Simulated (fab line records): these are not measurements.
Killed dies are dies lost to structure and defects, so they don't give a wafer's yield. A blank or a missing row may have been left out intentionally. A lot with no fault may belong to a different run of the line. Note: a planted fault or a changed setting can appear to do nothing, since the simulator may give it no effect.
Matching of chambers	flow nandHarc	rieDiel-06 running NHARC_A_BLC_STRIP_29: 4 sister chambers
The step strips in CF4. 4 wafers are shown with their chamber, then 8 later ones without.

== WAFERS PAIRED WITH THEIR CHAMBERS ==
wafer	chamber	showerheadPlenumPTorr (Torr)
L351.4	0	1.71
L361.1	1	1.79
L361.2	3	1.77
L362.2	2	1.86

== WAFERS MISSING THEIR CHAMBER ==
wafer	showerheadPlenumPTorr (Torr)
L362.5	1.79
L362.6	1.71
L365.4	1.70
L365.5	1.70
L365.6	1.79
L366.1	1.79
L366.4	1.86
L366.6	1.86

== CHAMBER TAKEN BY EACH ==
wafer	from the rows above	in truth
L362.5	1	1
L362.6	0	0
L365.4	0	0
L365.5	0	0
L365.6	1	1
L366.1	1	1
L366.4	2	2
L366.6	2	2
8 of 8 placed correctly. Not placeable from these rows: 0. 0 placed wrongly.
How it was worked out, from the rows above alone: a wafer's distance from a chamber is the root of the sum, over the readings, of the square of ((its reading less the chamber's mean) divided by the reading's scatter). If the next closest chamber is less than 2 further off than the closest, the wafer can't be placed; otherwise it belongs to the closest. For every chamber, the mean is computed from those of its wafers that are shown. The scatter (one wafer shown for each chamber): square how far every hidden wafer sits from the nearest shown wafer, average those squares and take the square root.
